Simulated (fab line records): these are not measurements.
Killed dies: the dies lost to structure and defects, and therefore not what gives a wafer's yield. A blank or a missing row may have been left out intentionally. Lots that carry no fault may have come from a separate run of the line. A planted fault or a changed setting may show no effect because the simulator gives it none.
A single fault, viewed from 3 desks	flow n5-finfet	each desk holds nothing but its own numbers, with what lay behind them at the end

== TOOL OWNER'S DESK, litho-track-04 ==
The tool's own readings at N5_BEOL_M10_DEVELOP_10 (develop time 30 s): means of the sampled wafers that have a number, for each lot that ran on this tool. A lot is out of limits, marked OUT, if its mean lies more than 4 standard deviations from the usual mean; the brackets give that distance.
Columns: A = resist-line-temp-C at N5_BEOL_M10_DEVELOP_10, usual 23.00 C
lot	first seen here	A
L158	day 11 21:35	23.00
L159	day 12 11:41	23.07
L174	day 16 05:08	22.97
L172	day 16 05:19	23.05
This desk's verdict: no lot among the 4 shows anything out of limits.

== THE DEFECT DESK ==
Lot by lot, what the route's inspections counted, given as the mean of those sampled wafers with a number. A lot is out of limits, marked OUT, if its mean lies more than 4 standard deviations from the usual mean; the brackets give that distance.
Columns: A = raw-defect-count at N5_BEOL_M10_INSPECT_13, usual 420
lot	first seen here	A
L154	day 11 00:44	448
L158	day 11 21:41	295
L159	day 12 11:47	359
L170	day 16 00:11	391
L174	day 16 05:15	389
L172	day 16 05:25	436
This desk's verdict: no lot among the 6 shows anything out of limits.

== FROM THE METROLOGY DESK ==
Means of the sampled wafers that have a number, per lot and without regard to the tool the lot ran on: this is what the gauges read. A lot is out of limits, marked OUT, if its mean lies more than 4 standard deviations from the usual mean; the brackets give that distance.
Columns: A = M10_ILD_THK at N5_BEOL_M10_THK_MEAS_01, usual 267 nm; B = cd-nm at N5_BEOL_M10_CD_MEAS_11, usual 63.9 nm; C = M10_OVL at N5_BEOL_M10_OVL_MEAS_12, usual -0.2 nm
lot	first seen here	A	B	C
L154	day 10 23:18	269	63.2	-0.1
L158	day 11 20:39	270	65.4	0.1
L159	day 12 10:24	269	64.2	0.8
L170	day 15 21:55	269	64.0	-0.5
L174	day 16 03:03	271	64.6	0.3
L172	day 16 03:37	262	64.6	-0.3
This desk's verdict: no lot among the 6 shows anything out of limits.

== PUT TOGETHER ==
Nothing out of limits was seen by the tool owner's desk.
No out-of-limits result turned up at the defect desk.
The metrology desk saw nothing out of limits.

== WHAT THE SIMULATOR HAD INSERTED ==
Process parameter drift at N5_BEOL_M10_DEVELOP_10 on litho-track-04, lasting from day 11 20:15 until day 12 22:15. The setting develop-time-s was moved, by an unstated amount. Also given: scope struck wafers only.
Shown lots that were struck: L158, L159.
